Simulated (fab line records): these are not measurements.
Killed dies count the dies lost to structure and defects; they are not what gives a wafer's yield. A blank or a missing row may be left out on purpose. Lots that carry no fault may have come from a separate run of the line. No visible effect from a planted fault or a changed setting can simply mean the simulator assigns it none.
Which tool was responsible?	flow n5_finfet	24 lots with 72 wafers sampled at 6 steps, on a route of 1938 steps

WHAT THE GAUGES SHOWED, per wafer
N5_BEOL_M8_CD_MEAS_28: the cd target is 40 nm. Usual: cd_nm at 40.05 nm, with a standard deviation of 0.25.
lot	measured	on	cd_nm (nm)	flag
L074	day 8 20:25	cd_sem-03	39.83 39.97 39.76	
L075	day 9 01:28	cd_sem-01	39.80 39.93 39.94	
L076	day 9 01:17	cd_sem-03	40.31 39.73 40.06	
L077	day 9 21:16	cd_sem-02	40.09 40.02 40.48	
L078	day 10 05:08	cd_sem-03	40.59 40.00 39.74	
L079	day 10 07:25	cd_sem-03	40.05 39.95 39.93	
L080	day 10 07:41	cd_sem-03	40.54 40.65 40.35	
L081	day 10 17:48	cd_sem-02	39.94 39.91 40.11	
L083	day 10 22:10	cd_sem-03	39.93 39.95 40.11	
L082	day 11 03:53	cd_sem-03	40.22 40.56 40.15	
L084	day 11 03:58	cd_sem-02	40.29 40.38 40.60	
L085	day 11 17:13	cd_sem-01	40.15 40.13 40.37	
L086	day 12 00:33	cd_sem-03	39.87 40.14 39.98	
L087	day 12 05:49	cd_sem-02	39.98 39.94 39.82	
L088	day 12 12:33	cd_sem-02	39.70 39.75 39.76	
L090	day 12 12:44	cd_sem-01	40.67 39.94 40.00	
L091	day 12 20:44	cd_sem-01	40.21 39.99 40.25	
L089	day 12 22:58	cd_sem-02	40.11 40.01 40.41	
L092	day 13 05:22	cd_sem-03	39.98 39.82 39.98	
L093	day 13 11:22	cd_sem-02	39.42 40.21 40.20	
L094	day 13 13:44	cd_sem-03	39.81 39.94 40.29	
L095	day 13 19:24	cd_sem-01	39.93 40.14 39.79	
L096	day 14 14:55	cd_sem-01	39.83 39.79 39.95	
L097	day 15 00:35	cd_sem-02	40.12 40.06 40.04	

N5_BEOL_M8_OCD_MEAS_38. Usual: trench_depth_nm at 93.6 nm, with a standard deviation of 1.8.
lot	measured	on	trench_depth_nm (nm)	flag
L074	day 8 21:18	ocd-02	96.4 93.4 93.5	
L075	day 9 02:01	ocd-01	94.8 94.2 91.2	
L076	day 9 01:51	ocd-01	93.4 93.7 93.2	
L077	day 9 21:52	ocd-01	92.7 95.8 91.9	
L078	day 10 06:14	ocd-01	91.9 96.0 92.6	
L079	day 10 07:58	ocd-02	93.2 90.8 98.1	
L080	day 10 08:22	ocd-01	93.5 92.4 91.7	
L081	day 10 18:21	ocd-01	94.3 93.5 91.5	
L083	day 10 23:13	ocd-02	92.7 93.8 94.5	
L082	day 11 04:26	ocd-01	93.2 92.5 95.8	
L084	day 11 04:31	ocd-02	94.5 91.2 91.3	
L085	day 11 17:46	ocd-02	93.3 91.1 93.2	
L086	day 12 01:06	ocd-01	95.5 92.3 91.1	
L087	day 12 06:22	ocd-01	97.4 92.1 93.0	
L088	day 12 13:21	ocd-01	92.3 92.4 93.1	
L090	day 12 13:36	ocd-02	92.5 92.0 92.2	
L091	day 12 21:17	ocd-02	96.5 92.5 91.0	
L089	day 12 23:31	ocd-01	92.1 96.7 94.2	
L092	day 13 06:03	ocd-02	92.4 94.9 91.5	
L093	day 13 11:56	ocd-02	93.7 93.3 98.0	
L094	day 13 14:31	ocd-01	92.1 95.8 97.7	
L095	day 13 19:57	ocd-02	91.2 95.5 91.8	
L096	day 14 15:29	ocd-01	94.7 95.4 94.8	
L097	day 15 01:26	ocd-02	93.6 96.2 95.6	

N5_BEOL_M10_OVL_MEAS_12. Usual: for M10_OVL the level is -0.4 nm and the standard deviation is 0.89.
lot	measured	on	M10_OVL (nm)	flag
L074	day 9 12:32	overlay-01	-1.9 -1.3 -0.7	
L075	day 9 19:59	overlay-01	-0.4 -1.1 -2.1	
L076	day 9 19:46	overlay-01	0.4 -0.1 0.2	
L077	day 10 09:46	overlay-01	-0.5 -1.4 -1.0	
L078	day 10 20:12	overlay-02	0.5 -1.2 -0.7	
L079	day 10 19:53	overlay-02	0.7 -0.4 -0.5	
L080	day 10 18:52	overlay-01	-0.4 0.3 0.8	
L081	day 11 10:04	overlay-01	0.2 -0.4 -0.2	
L083	day 11 17:50	overlay-02	1.9 0.8 -0.4	
L082	day 11 18:18	overlay-01	-2.0 -0.8 -1.1	
L084	day 11 18:32	overlay-01	-0.8 0.3 -1.5	
L085	day 12 07:04	overlay-02	1.1 -0.1 1.3	
L086	day 12 12:11	overlay-02	-1.3 -0.7 0.5	
L087	day 12 16:07	overlay-02	1.6 1.2 1.4	
L088	day 13 02:41	overlay-02	-1.0 -1.4 -0.6	
L090	day 13 03:09	overlay-01	-1.1 -2.5 -1.1	
L091	day 13 10:26	overlay-01	0.0 0.3 -0.3	
L089	day 13 10:40	overlay-01	-1.4 -0.4 0.8	
L092	day 13 17:47	overlay-01	0.0 0.1 0.5	
L093	day 13 21:47	overlay-01	-0.1 -0.8 0.2	
L094	day 14 00:59	overlay-01	-0.5 -0.5 -0.3	
L095	day 14 09:09	overlay-01	-1.2 -1.5 -1.1	
L096	day 15 02:55	overlay-02	-0.4 -1.3 -1.6	
L097	day 15 13:57	overlay-01	-1.4 0.2 -0.6	

WHICH TOOL RAN EACH LOT (tool, then ch and the chambers of the sampled wafers, then the start)
lot	N5_BEOL_M8_ETCH_61	N5_BEOL_M8_ANNEAL_51	N5_BEOL_M9_STRIP_80
L074	rie_diel-04 ch 1,2,3, day 8 19:28	rtp_anneal-02 ch 0, day 8 23:13	rie_diel-03 ch 0,1,3, day 9 12:32 or earlier
L075	rie_diel-02 ch 0,1, day 8 23:04	rtp_anneal-02 ch 0, day 9 03:54	rie_diel-05 ch 2,3, day 9 19:59 or earlier
L076	rie_diel-04 ch 1,2,3, day 9 00:05	rtp_anneal-01 ch 0, day 9 03:32	rie_diel-03 ch 1,2, day 9 19:46 or earlier
L077	rie_diel-06 ch 1,2, day 9 20:22	rtp_anneal-01 ch 0, day 9 23:50	rie_diel-03 ch 0,3, day 10 09:46 or earlier
L078	rie_diel-04 ch 2,3, day 10 03:17	rtp_anneal-01 ch 0, day 10 09:05	rie_diel-05 ch 0,1, day 10 20:12 or earlier
L079	rie_diel-06 ch 0,1, day 10 06:41	rtp_anneal-02 ch 0, day 10 09:49	rie_diel-01 ch 0,1,3, day 10 19:53 or earlier
L080	rie_diel-06 ch 0,1,2, day 10 06:56	rtp_anneal-02 ch 0, day 10 10:16	rie_diel-03 ch 1,2, day 10 18:52 or earlier
L081	rie_diel-06 ch 0,2,3, day 10 17:04	rtp_anneal-02 ch 0, day 10 21:05	rie_diel-03 ch 0,1,3, day 11 10:04 or earlier
L083	rie_diel-04 ch 2,3, day 10 21:10	rtp_anneal-02 ch 0, day 11 02:55	rie_diel-05 ch 0,1,2, day 11 17:50 or earlier
L082	rie_diel-02 ch 1,2,3, day 11 01:28	rtp_anneal-01 ch 0, day 11 06:21	rie_diel-01 ch 1,2,3, day 11 18:18 or earlier
L084	rie_diel-04 ch 0,2,3, day 11 02:10	rtp_anneal-01 ch 0, day 11 06:46	rie_diel-01 ch 0,2,3, day 11 18:32 or earlier
L085	rie_diel-04 ch 0,2,3, day 11 13:53	rtp_anneal-02 ch 0, day 11 19:59	rie_diel-03 ch 0,1, day 12 07:04 or earlier
L086	rie_diel-04 ch 1,2,3, day 11 23:17	rtp_anneal-02 ch 0, day 12 02:55	rie_diel-05 ch 0,1,2, day 12 12:11 or earlier
L087	rie_diel-04 ch 1,3, day 12 03:46	rtp_anneal-02 ch 0, day 12 08:37	rie_diel-01 ch 1,3, day 12 16:07 or earlier
L088	rie_diel-02 ch 0,1,3, day 12 11:32	rtp_anneal-02 ch 0, day 12 15:54	rie_diel-03 ch 1,2,3, day 13 02:41 or earlier
L090	rie_diel-02 ch 0,1,3, day 12 11:47	rtp_anneal-02 ch 0, day 12 16:10	rie_diel-03 ch 0,1,3, day 13 03:09 or earlier
L091	rie_diel-04 ch 1,3, day 12 20:00	rtp_anneal-02 ch 0, day 13 00:12	rie_diel-05 ch 0,2,3, day 13 10:26 or earlier
L089	rie_diel-06 ch 1,3, day 12 22:01	rtp_anneal-01 ch 0, day 13 01:28	rie_diel-03 ch 1,2,3, day 13 10:40 or earlier
L092	rie_diel-02 ch 0,2,3, day 13 03:02	rtp_anneal-01 ch 0, day 13 07:59	rie_diel-01 ch 1,3, day 13 17:47 or earlier
L093	rie_diel-06 ch 1,2, day 13 10:27	rtp_anneal-01 ch 0, day 13 13:24	rie_diel-01 ch 0,3, day 13 21:47 or earlier
L094	rie_diel-02 ch 0,1,2, day 13 12:58	rtp_anneal-02 ch 0, day 13 16:38	rie_diel-01 ch 0,1,2, day 14 00:59 or earlier
L095	rie_diel-06 ch 0,2,3, day 13 18:36	rtp_anneal-02 ch 0, day 13 22:21	rie_diel-05 ch 1,2, day 14 09:09 or earlier
L096	rie_diel-04 ch 0,1, day 14 13:38	rtp_anneal-02 ch 0, day 14 17:31	rie_diel-01 ch 1,2, day 15 02:55 or earlier
L097	rie_diel-06 ch 2,3, day 14 23:27	rtp_anneal-02 ch 0, day 15 03:21	rie_diel-05 ch 0,3, day 15 13:57 or earlier
- N5_BEOL_M8_ETCH_61: etches SiARC in CF4, target depth 45.5 nm, time 75.8 s.
- N5_BEOL_M8_ANNEAL_51: time 90 s.
- N5_BEOL_M9_STRIP_80: strips in N2/H2, time 10 s.

WHAT THE TOOLS THEMSELVES READ (means of the sampled wafers that have a number; where no wafer has one, the mark that the record gives instead)
N5_BEOL_M8_ETCH_61. Usual: for cf4_flow_sccm, 100.0 sccm with a standard deviation of 0.31; for drypump_motor_current_A, 5.7 A with a standard deviation of 0.38; for etch_rf_on_time_s, 75.1 s with a standard deviation of 2.2; for oes_product_au, 0.68 a.u. with a standard deviation of 0.088; for rf_vpp_V, 184.0 V with a standard deviation of 1.2; for showerhead_plenum_p_Torr, 2.14 Torr with a standard deviation of 0.066; for throttle_valve_pct, 15.73 % with a standard deviation of 0.23.
lot	tool	cf4_flow_sccm (sccm)	drypump_motor_current_A (A)	etch_rf_on_time_s (s)	oes_product_au (a.u.)	rf_vpp_V (V)	showerhead_plenum_p_Torr (Torr)	throttle_valve_pct (%)	flag
L074	rie_diel-04	100.3	5.8	75.0	0.67	183.9	2.11	15.73	
L075	rie_diel-02	99.7	5.5	75.3	0.65	185.3	2.21	15.89	
L076	rie_diel-04	99.8	5.8	75.2	0.66	183.8	2.11	15.73	
L077	rie_diel-06	100.0	5.8	75.7	0.60	183.7	2.15	15.98	
L078	rie_diel-04	99.7	5.9	75.7	0.61	184.0	2.11	15.89	
L079	rie_diel-06	100.1	6.0	72.8	0.79	185.0	2.18	15.52	
L080	rie_diel-06	99.9	5.8	74.0	0.69	184.2	2.14	15.73	
L081	rie_diel-06	99.7	5.7	74.1	0.78	183.6	2.10	15.64	
L083	rie_diel-04	100.0	6.2	76.3	0.60	182.7	2.07	15.78	
L082	rie_diel-02	100.3	5.5	74.4	0.64	184.7	2.19	15.78	
L084	rie_diel-04	100.0	6.1	76.6	0.62	183.5	2.08	15.79	
L085	rie_diel-04	99.6	6.1	77.6	0.61	182.6	2.08	15.80	
L086	rie_diel-04	100.0	5.8	76.3	0.64	182.7	2.10	15.78	
L087	rie_diel-04	100.2	5.5	76.5	0.63	184.4	2.14	15.91	
L088	rie_diel-02	100.0	5.5	74.6	0.66	184.7	2.21	15.79	
L090	rie_diel-02	100.2	5.5	75.2	0.66	185.3	2.21	15.79	
L091	rie_diel-04	99.9	5.5	74.6	0.68	184.6	2.14	15.79	
L089	rie_diel-06	100.1	6.0	74.9	0.79	184.2	2.16	15.62	
L092	rie_diel-02	100.1	5.4	76.4	0.66	183.9	2.18	15.75	
L093	rie_diel-06	100.0	5.6	72.0	0.83	185.7	2.25	15.47	
L094	rie_diel-02	100.1	5.3	75.5	0.63	184.9	2.17	15.93	
L095	rie_diel-06	100.0	5.7	72.7	0.79	185.4	2.18	15.52	
L096	rie_diel-04	99.7	5.9	76.7	0.65	183.0	2.09	15.73	
L097	rie_diel-06	100.3	5.7	75.5	0.76	183.5	2.15	15.70	

N5_BEOL_M8_ANNEAL_51. Usual: wafer_temp_C_max at 226.13, with a standard deviation of 0.27.
lot	tool	wafer_temp_C_max	flag
L074	rtp_anneal-02	226.22	
L075	rtp_anneal-02	226.12	
L076	rtp_anneal-01	226.02	
L077	rtp_anneal-01	226.61	
L078	rtp_anneal-01	226.20	
L079	rtp_anneal-02	226.13	
L080	rtp_anneal-02	226.04	
L081	rtp_anneal-02	226.09	
L083	rtp_anneal-02	226.27	
L082	rtp_anneal-01	226.33	
L084	rtp_anneal-01	226.06	
L085	rtp_anneal-02	225.87	
L086	rtp_anneal-02	225.71	
L087	rtp_anneal-02	226.26	
L088	rtp_anneal-02	226.01	
L090	rtp_anneal-02	226.13	
L091	rtp_anneal-02	226.39	
L089	rtp_anneal-01	226.33	
L092	rtp_anneal-01	226.26	
L093	rtp_anneal-01	226.20	
L094	rtp_anneal-02	225.95	
L095	rtp_anneal-02	225.90	
L096	rtp_anneal-02	226.05	
L097	rtp_anneal-02	226.12	

N5_BEOL_M9_STRIP_80. Usual: drypump_motor_current_A 5.6 A, standard deviation 0.53; oes_product_au 0.79 a.u., standard deviation 0.087; rf_vpp_V 59.2 V, standard deviation 0.82; showerhead_plenum_p_Torr 2.53 Torr, standard deviation 0.1; throttle_valve_pct 23.6 %, standard deviation 0.37.
lot	tool	drypump_motor_current_A (A)	oes_product_au (a.u.)	rf_vpp_V (V)	showerhead_plenum_p_Torr (Torr)	throttle_valve_pct (%)	flag
L074	rie_diel-03	5.8	0.78	59.5	2.55	23.9	
L075	rie_diel-05	6.4	0.77	59.2	2.65	23.2	
L076	rie_diel-03	5.8	0.85	59.4	2.47	23.6	
L077	rie_diel-03	5.7	0.72	59.3	2.56	23.9	
L078	rie_diel-05	5.9	0.79	59.3	2.57	23.5	
L079	rie_diel-01	5.4	0.78	59.2	2.52	23.8	
L080	rie_diel-03	5.4	0.79	59.3	2.44	23.3	
L081	rie_diel-03	5.8	0.76	59.1	2.55	23.9	
L083	rie_diel-05	6.1	0.78	59.4	2.56	23.5	
L082	rie_diel-01	5.4	0.83	59.7	2.50	23.8	
L084	rie_diel-01	5.1	0.83	58.8	2.50	24.0	
L085	rie_diel-03	6.0	0.76	59.0	2.52	24.0	
L086	rie_diel-05	6.2	0.77	59.1	2.56	23.5	
L087	rie_diel-01	5.7	0.77	58.6	2.52	23.6	
L088	rie_diel-03	5.5	0.86	59.1	2.50	23.5	
L090	rie_diel-03	5.8	0.84	60.3	2.54	23.8	
L091	rie_diel-05	6.0	0.73	58.9	2.52	23.3	
L089	rie_diel-03	5.5	0.84	60.2	2.50	23.5	
L092	rie_diel-01	5.5	0.71	58.4	2.47	23.7	
L093	rie_diel-01	5.2	0.72	58.7	2.46	23.9	
L094	rie_diel-01	5.2	0.85	59.4	2.54	23.9	
L095	rie_diel-05	6.5	0.77	59.0	2.66	23.3	
L096	rie_diel-01	5.3	0.87	59.3	2.51	23.9	
L097	rie_diel-05	5.6	0.79	59.4	2.41	23.4	

THE ANSWER, worked out from the rows above alone
Rule: a lot is off if the mean of its wafers that have a number lies more than 3 standard deviations from the usual mean. A lot without any number at a reading at which 4 lots or more have one is off too. All remaining lots with rows at the step are treated as sound. Order of review: gauges by route order, followed by the tools' own readings, for which a lot's mean as printed above is used. The first step at which some lot is off is used, and at that step the reading that is off furthest; a lot without a number counts as furthest.
No lot is off at any reading shown: from this, nothing can be told.

WHAT THE SIMULATOR HAD PUT IN
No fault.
